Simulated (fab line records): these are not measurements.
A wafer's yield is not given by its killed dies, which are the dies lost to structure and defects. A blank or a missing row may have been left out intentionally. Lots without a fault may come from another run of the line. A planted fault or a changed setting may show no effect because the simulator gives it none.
What tool caused it? || flow nandHarc || Sampling: 13 lots, 39 wafers, 6 of 1159 route steps

== WHAT THE GAUGES READ, wafer by wafer ==
NHARC_P_GATE_CD_MEAS_26: the cd target is 120 nm. Usual: cdNm 120.1 nm, standard deviation 0.57.
{"lot": "L425", "measured": "day 5 01:19", "on": "cdSem-03", "cdNm (nm)": "119.5 119.6 119.5", "flag": ""}
{"lot": "L428", "measured": "day 5 15:46", "on": "cdSem-03", "cdNm (nm)": "119.7 119.1 118.7", "flag": ""}
{"lot": "L429", "measured": "day 5 16:18", "on": "cdSem-02", "cdNm (nm)": "104.6 104.3 104.6", "flag": "OFF"}
{"lot": "L431", "measured": "day 6 10:52", "on": "cdSem-03", "cdNm (nm)": "120.9 120.4 120.1", "flag": ""}
{"lot": "L434", "measured": "day 6 23:58", "on": "cdSem-01", "cdNm (nm)": "120.5 121.1 121.0", "flag": ""}
{"lot": "L439", "measured": "day 8 13:58", "on": "cdSem-03", "cdNm (nm)": "120.4 119.4 120.5", "flag": ""}
{"lot": "L440", "measured": "day 8 20:33", "on": "cdSem-01", "cdNm (nm)": "120.8 120.3 119.2", "flag": ""}
{"lot": "L441", "measured": "day 9 06:31", "on": "cdSem-01", "cdNm (nm)": "119.5 119.8 119.8", "flag": ""}
{"lot": "L443", "measured": "day 9 07:10", "on": "cdSem-03", "cdNm (nm)": "120.0 120.6 120.6", "flag": ""}
{"lot": "L442", "measured": "day 9 08:04", "on": "cdSem-03", "cdNm (nm)": "120.3 120.4 120.8", "flag": ""}
{"lot": "L446", "measured": "day 10 00:39", "on": "cdSem-03", "cdNm (nm)": "120.8 119.6 120.3", "flag": ""}
{"lot": "L445", "measured": "day 10 00:29", "on": "cdSem-02", "cdNm (nm)": "119.7 119.8 120.2", "flag": ""}
{"lot": "L447", "measured": "day 10 06:35", "on": "cdSem-01", "cdNm (nm)": "120.8 119.8 120.8", "flag": ""}

NHARC_P_GATE_CD_MEAS_33. Usual: cdNm 120.5 nm, standard deviation 2.
{"lot": "L425", "measured": "day 5 02:52", "on": "cdSem-03", "cdNm (nm)": "123.0 121.0 123.3", "flag": ""}
{"lot": "L428", "measured": "day 5 16:58", "on": "cdSem-01", "cdNm (nm)": "123.3 122.3 117.4", "flag": ""}
{"lot": "L429", "measured": "day 5 17:33", "on": "cdSem-02", "cdNm (nm)": "106.5 105.5 103.1", "flag": "OFF"}
{"lot": "L431", "measured": "day 6 12:04", "on": "cdSem-01", "cdNm (nm)": "120.9 122.5 121.1", "flag": ""}
{"lot": "L434", "measured": "day 7 01:46", "on": "cdSem-02", "cdNm (nm)": "119.4 119.2 120.6", "flag": ""}
{"lot": "L439", "measured": "day 8 14:58", "on": "cdSem-01", "cdNm (nm)": "120.4 121.0 120.8", "flag": ""}
{"lot": "L440", "measured": "day 8 21:44", "on": "cdSem-01", "cdNm (nm)": "120.3 121.4 118.0", "flag": ""}
{"lot": "L441", "measured": "day 9 07:33", "on": "cdSem-02", "cdNm (nm)": "119.8 119.2 119.8", "flag": ""}
{"lot": "L443", "measured": "day 9 08:10", "on": "cdSem-02", "cdNm (nm)": "119.5 118.7 121.2", "flag": ""}
{"lot": "L442", "measured": "day 9 09:03", "on": "cdSem-02", "cdNm (nm)": "121.9 117.5 120.5", "flag": ""}
{"lot": "L446", "measured": "day 10 01:40", "on": "cdSem-01", "cdNm (nm)": "119.0 115.6 120.6", "flag": ""}
{"lot": "L445", "measured": "day 10 01:29", "on": "cdSem-03", "cdNm (nm)": "119.6 119.3 118.5", "flag": ""}
{"lot": "L447", "measured": "day 10 07:37", "on": "cdSem-03", "cdNm (nm)": "118.4 114.0 120.2", "flag": ""}

== WHICH TOOL RAN EACH LOT (tool, then ch and the chambers of the sampled wafers, then the start) ==
{"lot": "L425", "NHARC_P_GATE_DEP_103": "pecvd-01 ch 1,2, day 5 00:44", "NHARC_P_GATE_EXPOSE_23": "arfiScanner-02 ch 0, day 5 01:11", "NHARC_P_GATE_DESCUM_31": "rieDiel-02 ch 1,2,3, day 5 01:32", "NHARC_P_GATE_STRIP_108": "rieDiel-02 ch 1,2,3, day 5 02:40"}
{"lot": "L428", "NHARC_P_GATE_DEP_103": "pecvd-02 ch 0,2, day 5 15:05", "NHARC_P_GATE_EXPOSE_23": "arfiScanner-03 ch 0, day 5 15:38", "NHARC_P_GATE_DESCUM_31": "rieDiel-02 ch 1,3, day 5 15:58", "NHARC_P_GATE_STRIP_108": "rieDiel-12 ch 1,2,3, day 5 16:47"}
{"lot": "L429", "NHARC_P_GATE_DEP_103": "pecvd-04 ch 1,2, day 5 15:42", "NHARC_P_GATE_EXPOSE_23": "arfiScanner-03 ch 0, day 5 16:10", "NHARC_P_GATE_DESCUM_31": "rieDiel-02 ch 1,2, day 5 16:30", "NHARC_P_GATE_STRIP_108": "rieDiel-02 ch 1,2,3, day 5 17:20"}
{"lot": "L431", "NHARC_P_GATE_DEP_103": "pecvd-02 ch 0,2, day 6 10:12", "NHARC_P_GATE_EXPOSE_23": "arfiScanner-03 ch 0, day 6 10:44", "NHARC_P_GATE_DESCUM_31": "rieDiel-01 ch 0,1,2, day 6 11:05", "NHARC_P_GATE_STRIP_108": "rieDiel-02 ch 0,1,2, day 6 11:54"}
{"lot": "L434", "NHARC_P_GATE_DEP_103": "pecvd-04 ch 0,1,2, day 6 23:17", "NHARC_P_GATE_EXPOSE_23": "arfiScanner-02 ch 0, day 6 23:49", "NHARC_P_GATE_DESCUM_31": "rieDiel-12 ch 0,2,3, day 7 00:14", "NHARC_P_GATE_STRIP_108": "rieDiel-12 ch 0,2,3, day 7 01:35"}
{"lot": "L439", "NHARC_P_GATE_DEP_103": "pecvd-04 ch 0,2, day 8 13:18", "NHARC_P_GATE_EXPOSE_23": "arfiScanner-01 ch 0, day 8 13:50", "NHARC_P_GATE_DESCUM_31": "rieDiel-02 ch 0,2, day 8 14:10", "NHARC_P_GATE_STRIP_108": "rieDiel-02 ch 0,1,3, day 8 14:47"}
{"lot": "L440", "NHARC_P_GATE_DEP_103": "pecvd-02 ch 0,1, day 8 20:01", "NHARC_P_GATE_EXPOSE_23": "arfiScanner-01 ch 0, day 8 20:25", "NHARC_P_GATE_DESCUM_31": "rieDiel-12 ch 1,2,3, day 8 20:44", "NHARC_P_GATE_STRIP_108": "rieDiel-12 ch 0,2,3, day 8 21:35"}
{"lot": "L441", "NHARC_P_GATE_DEP_103": "pecvd-02 ch 0,1, day 9 05:53", "NHARC_P_GATE_EXPOSE_23": "arfiScanner-03 ch 0, day 9 06:23", "NHARC_P_GATE_DESCUM_31": "rieDiel-01 ch 2,3, day 9 06:43", "NHARC_P_GATE_STRIP_108": "rieDiel-01 ch 1,2,3, day 9 07:25"}
{"lot": "L443", "NHARC_P_GATE_DEP_103": "pecvd-02 ch 0,1,2, day 9 06:29", "NHARC_P_GATE_EXPOSE_23": "arfiScanner-01 ch 0, day 9 07:01", "NHARC_P_GATE_DESCUM_31": "rieDiel-02 ch 0,1, day 9 07:21", "NHARC_P_GATE_STRIP_108": "rieDiel-12 ch 1,2,3, day 9 07:59"}
{"lot": "L442", "NHARC_P_GATE_DEP_103": "pecvd-02 ch 1,2, day 9 07:23", "NHARC_P_GATE_EXPOSE_23": "arfiScanner-02 ch 0, day 9 07:56", "NHARC_P_GATE_DESCUM_31": "rieDiel-12 ch 0,2,3, day 9 08:16", "NHARC_P_GATE_STRIP_108": "rieDiel-12 ch 0,2,3, day 9 08:55"}
{"lot": "L446", "NHARC_P_GATE_DEP_103": "pecvd-01 ch 0,1,2, day 9 23:50", "NHARC_P_GATE_EXPOSE_23": "arfiScanner-02 ch 0, day 10 00:30", "NHARC_P_GATE_DESCUM_31": "rieDiel-01 ch 0,1,2, day 10 00:50", "NHARC_P_GATE_STRIP_108": "rieDiel-12 ch 0,2,3, day 10 01:31"}
{"lot": "L445", "NHARC_P_GATE_DEP_103": "pecvd-02 ch 1,2, day 9 23:50", "NHARC_P_GATE_EXPOSE_23": "arfiScanner-03 ch 0, day 10 00:22", "NHARC_P_GATE_DESCUM_31": "rieDiel-12 ch 0,2, day 10 00:41", "NHARC_P_GATE_STRIP_108": "rieDiel-12 ch 0,1,3, day 10 01:20"}
{"lot": "L447", "NHARC_P_GATE_DEP_103": "pecvd-02 ch 0,1,2, day 10 06:03", "NHARC_P_GATE_EXPOSE_23": "arfiScanner-02 ch 0, day 10 06:26", "NHARC_P_GATE_DESCUM_31": "rieDiel-12 ch 0,1,3, day 10 06:46", "NHARC_P_GATE_STRIP_108": "rieDiel-02 ch 0,1, day 10 07:26"}
- NHARC_P_GATE_DEP_103: deposits SiON, target thk 30 nm.
- NHARC_P_GATE_EXPOSE_23: exposes mask P GATE, target cd 120 nm.
- NHARC_P_GATE_DESCUM_31: chemistry O2, time 3 s.
- NHARC_P_GATE_STRIP_108: strips in O2.

== AS READ BY THE TOOLS THEMSELVES (means over the sampled wafers that have a number; for cases with no such wafer, the mark the record gives instead) ==
NHARC_P_GATE_DEP_103. Usual: heaterPowerW 721 W, standard deviation 75.
{"lot": "L425", "tool": "pecvd-01", "heaterPowerW (W)": 621, "flag": ""}
{"lot": "L428", "tool": "pecvd-02", "heaterPowerW (W)": 678, "flag": ""}
{"lot": "L429", "tool": "pecvd-04", "heaterPowerW (W)": 793, "flag": ""}
{"lot": "L431", "tool": "pecvd-02", "heaterPowerW (W)": 783, "flag": ""}
{"lot": "L434", "tool": "pecvd-04", "heaterPowerW (W)": 782, "flag": ""}
{"lot": "L439", "tool": "pecvd-04", "heaterPowerW (W)": 741, "flag": ""}
{"lot": "L440", "tool": "pecvd-02", "heaterPowerW (W)": 673, "flag": ""}
{"lot": "L441", "tool": "pecvd-02", "heaterPowerW (W)": 685, "flag": ""}
{"lot": "L443", "tool": "pecvd-02", "heaterPowerW (W)": 703, "flag": ""}
{"lot": "L442", "tool": "pecvd-02", "heaterPowerW (W)": 747, "flag": ""}
{"lot": "L446", "tool": "pecvd-01", "heaterPowerW (W)": 694, "flag": ""}
{"lot": "L445", "tool": "pecvd-02", "heaterPowerW (W)": 769, "flag": ""}
{"lot": "L447", "tool": "pecvd-02", "heaterPowerW (W)": 742, "flag": ""}

NHARC_P_GATE_EXPOSE_23. Usual: exposureDoseMJCm2 93.91, standard deviation 0.087; reticleTempC 23.01 C, standard deviation 0.092.
{"lot": "L425", "tool": "arfiScanner-02", "exposureDoseMJCm2": 93.88, "reticleTempC (C)": 23.02, "flag": ""}
{"lot": "L428", "tool": "arfiScanner-03", "exposureDoseMJCm2": 93.81, "reticleTempC (C)": 22.97, "flag": ""}
{"lot": "L429", "tool": "arfiScanner-03", "exposureDoseMJCm2": 93.79, "reticleTempC (C)": 22.94, "flag": ""}
{"lot": "L431", "tool": "arfiScanner-03", "exposureDoseMJCm2": 93.87, "reticleTempC (C)": 23.02, "flag": ""}
{"lot": "L434", "tool": "arfiScanner-02", "exposureDoseMJCm2": 93.84, "reticleTempC (C)": 23.03, "flag": ""}
{"lot": "L439", "tool": "arfiScanner-01", "exposureDoseMJCm2": 93.93, "reticleTempC (C)": 23.12, "flag": ""}
{"lot": "L440", "tool": "arfiScanner-01", "exposureDoseMJCm2": 93.90, "reticleTempC (C)": 23.00, "flag": ""}
{"lot": "L441", "tool": "arfiScanner-03", "exposureDoseMJCm2": 93.84, "reticleTempC (C)": 22.87, "flag": ""}
{"lot": "L443", "tool": "arfiScanner-01", "exposureDoseMJCm2": 93.89, "reticleTempC (C)": 23.02, "flag": ""}
{"lot": "L442", "tool": "arfiScanner-02", "exposureDoseMJCm2": 93.96, "reticleTempC (C)": 23.03, "flag": ""}
{"lot": "L446", "tool": "arfiScanner-02", "exposureDoseMJCm2": 93.92, "reticleTempC (C)": 23.00, "flag": ""}
{"lot": "L445", "tool": "arfiScanner-03", "exposureDoseMJCm2": 93.95, "reticleTempC (C)": 22.87, "flag": ""}
{"lot": "L447", "tool": "arfiScanner-02", "exposureDoseMJCm2": 93.78, "reticleTempC (C)": 23.21, "flag": ""}

NHARC_P_GATE_DESCUM_31. Usual: chamberPressureMTorr 60.00 mTorr, standard deviation 0.055; drypumpMotorCurrentA 5.98 A, standard deviation 0.21; oesProductAu 0.999 a.u., standard deviation 0.0071; rfVppV 57.8 V, standard deviation 1; showerheadPlenumPTorr 1.91 Torr, standard deviation 0.084; throttleValvePct 11.312 %, standard deviation 0.009.
{"lot": "L425", "tool": "rieDiel-02", "chamberPressureMTorr (mTorr)": 60.04, "drypumpMotorCurrentA (A)": 6.08, "oesProductAu (a.u.)": 1.001, "rfVppV (V)": 58.0, "showerheadPlenumPTorr (Torr)": 1.92, "throttleValvePct (%)": 11.314, "flag": ""}
{"lot": "L428", "tool": "rieDiel-02", "chamberPressureMTorr (mTorr)": 60.03, "drypumpMotorCurrentA (A)": 6.07, "oesProductAu (a.u.)": 0.997, "rfVppV (V)": 58.2, "showerheadPlenumPTorr (Torr)": 1.92, "throttleValvePct (%)": 11.319, "flag": ""}
{"lot": "L429", "tool": "rieDiel-02", "chamberPressureMTorr (mTorr)": 60.03, "drypumpMotorCurrentA (A)": 6.08, "oesProductAu (a.u.)": 1.001, "rfVppV (V)": 57.2, "showerheadPlenumPTorr (Torr)": 1.92, "throttleValvePct (%)": 11.307, "flag": ""}
{"lot": "L431", "tool": "rieDiel-01", "chamberPressureMTorr (mTorr)": 60.05, "drypumpMotorCurrentA (A)": 5.81, "oesProductAu (a.u.)": 1.000, "rfVppV (V)": 56.4, "showerheadPlenumPTorr (Torr)": 1.88, "throttleValvePct (%)": 11.309, "flag": ""}
{"lot": "L434", "tool": "rieDiel-12", "chamberPressureMTorr (mTorr)": 59.97, "drypumpMotorCurrentA (A)": 5.96, "oesProductAu (a.u.)": 1.002, "rfVppV (V)": 57.6, "showerheadPlenumPTorr (Torr)": 1.96, "throttleValvePct (%)": 11.303, "flag": ""}
{"lot": "L439", "tool": "rieDiel-02", "chamberPressureMTorr (mTorr)": 59.98, "drypumpMotorCurrentA (A)": 6.02, "oesProductAu (a.u.)": 1.000, "rfVppV (V)": 56.9, "showerheadPlenumPTorr (Torr)": 1.88, "throttleValvePct (%)": 11.312, "flag": ""}
{"lot": "L440", "tool": "rieDiel-12", "chamberPressureMTorr (mTorr)": 59.97, "drypumpMotorCurrentA (A)": 5.87, "oesProductAu (a.u.)": 1.001, "rfVppV (V)": 57.5, "showerheadPlenumPTorr (Torr)": 1.91, "throttleValvePct (%)": 11.313, "flag": ""}
{"lot": "L441", "tool": "rieDiel-01", "chamberPressureMTorr (mTorr)": 60.00, "drypumpMotorCurrentA (A)": 5.65, "oesProductAu (a.u.)": 1.000, "rfVppV (V)": 57.6, "showerheadPlenumPTorr (Torr)": 1.98, "throttleValvePct (%)": 11.311, "flag": ""}
{"lot": "L443", "tool": "rieDiel-02", "chamberPressureMTorr (mTorr)": 60.01, "drypumpMotorCurrentA (A)": 6.09, "oesProductAu (a.u.)": 1.000, "rfVppV (V)": 58.3, "showerheadPlenumPTorr (Torr)": 1.94, "throttleValvePct (%)": 11.311, "flag": ""}
{"lot": "L442", "tool": "rieDiel-12", "chamberPressureMTorr (mTorr)": 60.05, "drypumpMotorCurrentA (A)": 5.97, "oesProductAu (a.u.)": 0.995, "rfVppV (V)": 57.9, "showerheadPlenumPTorr (Torr)": 1.95, "throttleValvePct (%)": 11.310, "flag": ""}
{"lot": "L446", "tool": "rieDiel-01", "chamberPressureMTorr (mTorr)": 60.03, "drypumpMotorCurrentA (A)": 5.83, "oesProductAu (a.u.)": 1.000, "rfVppV (V)": 57.8, "showerheadPlenumPTorr (Torr)": 1.87, "throttleValvePct (%)": 11.303, "flag": ""}
{"lot": "L445", "tool": "rieDiel-12", "chamberPressureMTorr (mTorr)": 59.98, "drypumpMotorCurrentA (A)": 5.93, "oesProductAu (a.u.)": 1.002, "rfVppV (V)": 58.1, "showerheadPlenumPTorr (Torr)": 1.92, "throttleValvePct (%)": 11.310, "flag": ""}
{"lot": "L447", "tool": "rieDiel-12", "chamberPressureMTorr (mTorr)": 60.03, "drypumpMotorCurrentA (A)": 6.03, "oesProductAu (a.u.)": 1.006, "rfVppV (V)": 58.1, "showerheadPlenumPTorr (Torr)": 1.92, "throttleValvePct (%)": 11.310, "flag": ""}

NHARC_P_GATE_STRIP_108. Usual: chamberPressureMTorr 60.00 mTorr, standard deviation 0.052; drypumpMotorCurrentA 5.96 A, standard deviation 0.22; oesProductAu 0.999 a.u., standard deviation 0.0087; rfVppV 57.6 V, standard deviation 0.98; showerheadPlenumPTorr 3.51 Torr, standard deviation 0.14; throttleValvePct 17.037 %, standard deviation 0.0094.
{"lot": "L425", "tool": "rieDiel-02", "chamberPressureMTorr (mTorr)": 60.01, "drypumpMotorCurrentA (A)": 6.11, "oesProductAu (a.u.)": 0.997, "rfVppV (V)": 57.9, "showerheadPlenumPTorr (Torr)": 3.54, "throttleValvePct (%)": 17.038, "flag": ""}
{"lot": "L428", "tool": "rieDiel-12", "chamberPressureMTorr (mTorr)": 59.98, "drypumpMotorCurrentA (A)": 5.85, "oesProductAu (a.u.)": 1.004, "rfVppV (V)": 57.0, "showerheadPlenumPTorr (Torr)": 3.53, "throttleValvePct (%)": 17.030, "flag": ""}
{"lot": "L429", "tool": "rieDiel-02", "chamberPressureMTorr (mTorr)": 60.02, "drypumpMotorCurrentA (A)": 6.08, "oesProductAu (a.u.)": 1.004, "rfVppV (V)": 57.8, "showerheadPlenumPTorr (Torr)": 3.54, "throttleValvePct (%)": 17.040, "flag": ""}
{"lot": "L431", "tool": "rieDiel-02", "chamberPressureMTorr (mTorr)": 60.03, "drypumpMotorCurrentA (A)": 6.10, "oesProductAu (a.u.)": 1.003, "rfVppV (V)": 57.3, "showerheadPlenumPTorr (Torr)": 3.56, "throttleValvePct (%)": 17.047, "flag": ""}
{"lot": "L434", "tool": "rieDiel-12", "chamberPressureMTorr (mTorr)": 60.01, "drypumpMotorCurrentA (A)": 5.98, "oesProductAu (a.u.)": 0.996, "rfVppV (V)": 58.1, "showerheadPlenumPTorr (Torr)": 3.60, "throttleValvePct (%)": 17.033, "flag": ""}
{"lot": "L439", "tool": "rieDiel-02", "chamberPressureMTorr (mTorr)": 59.96, "drypumpMotorCurrentA (A)": 6.10, "oesProductAu (a.u.)": 0.988, "rfVppV (V)": 57.6, "showerheadPlenumPTorr (Torr)": 3.55, "throttleValvePct (%)": 17.032, "flag": ""}
{"lot": "L440", "tool": "rieDiel-12", "chamberPressureMTorr (mTorr)": 60.04, "drypumpMotorCurrentA (A)": 5.98, "oesProductAu (a.u.)": 1.008, "rfVppV (V)": 58.4, "showerheadPlenumPTorr (Torr)": 3.59, "throttleValvePct (%)": 17.041, "flag": ""}
{"lot": "L441", "tool": "rieDiel-01", "chamberPressureMTorr (mTorr)": 60.03, "drypumpMotorCurrentA (A)": 5.80, "oesProductAu (a.u.)": 0.998, "rfVppV (V)": 56.5, "showerheadPlenumPTorr (Torr)": 3.61, "throttleValvePct (%)": 17.030, "flag": ""}
{"lot": "L443", "tool": "rieDiel-12", "chamberPressureMTorr (mTorr)": 60.01, "drypumpMotorCurrentA (A)": 5.87, "oesProductAu (a.u.)": 1.005, "rfVppV (V)": 58.0, "showerheadPlenumPTorr (Torr)": 3.52, "throttleValvePct (%)": 17.032, "flag": ""}
{"lot": "L442", "tool": "rieDiel-12", "chamberPressureMTorr (mTorr)": 60.01, "drypumpMotorCurrentA (A)": 5.95, "oesProductAu (a.u.)": 0.995, "rfVppV (V)": 57.8, "showerheadPlenumPTorr (Torr)": 3.59, "throttleValvePct (%)": 17.034, "flag": ""}
{"lot": "L446", "tool": "rieDiel-12", "chamberPressureMTorr (mTorr)": 60.03, "drypumpMotorCurrentA (A)": 5.98, "oesProductAu (a.u.)": 0.999, "rfVppV (V)": 59.1, "showerheadPlenumPTorr (Torr)": 3.59, "throttleValvePct (%)": 17.031, "flag": ""}
{"lot": "L445", "tool": "rieDiel-12", "chamberPressureMTorr (mTorr)": 60.02, "drypumpMotorCurrentA (A)": 6.05, "oesProductAu (a.u.)": 0.998, "rfVppV (V)": 57.9, "showerheadPlenumPTorr (Torr)": 3.53, "throttleValvePct (%)": 17.034, "flag": ""}
{"lot": "L447", "tool": "rieDiel-02", "chamberPressureMTorr (mTorr)": 60.01, "drypumpMotorCurrentA (A)": 6.17, "oesProductAu (a.u.)": 0.997, "rfVppV (V)": 57.3, "showerheadPlenumPTorr (Torr)": 3.65, "throttleValvePct (%)": 17.038, "flag": ""}

== THE ANSWER, worked out from the rows above alone ==
Rule: lot off if the mean of its wafers having a number is beyond 3 standard deviations from the usual mean. A lot without any number at a reading at which 4 lots or more have one is off too. All remaining lots with rows at the step are treated as sound. The gauges are gone through in route order, then the tools' own readings, and for those a lot's mean is taken as printed above. At the first step where some lot is off, the reading lying furthest off is the one used; lots without a number count as furthest.
Off at NHARC_P_GATE_CD_MEAS_26 (cdNm): L429.
A tool fits if, at a process step before that reading, it ran every lot that is off, and no sound lot after the first of them. The gauges at NHARC_P_GATE_CD_MEAS_26 are tried like those tools. None of those tried fits.

== WHAT THE SIMULATOR HAD PUT IN ==
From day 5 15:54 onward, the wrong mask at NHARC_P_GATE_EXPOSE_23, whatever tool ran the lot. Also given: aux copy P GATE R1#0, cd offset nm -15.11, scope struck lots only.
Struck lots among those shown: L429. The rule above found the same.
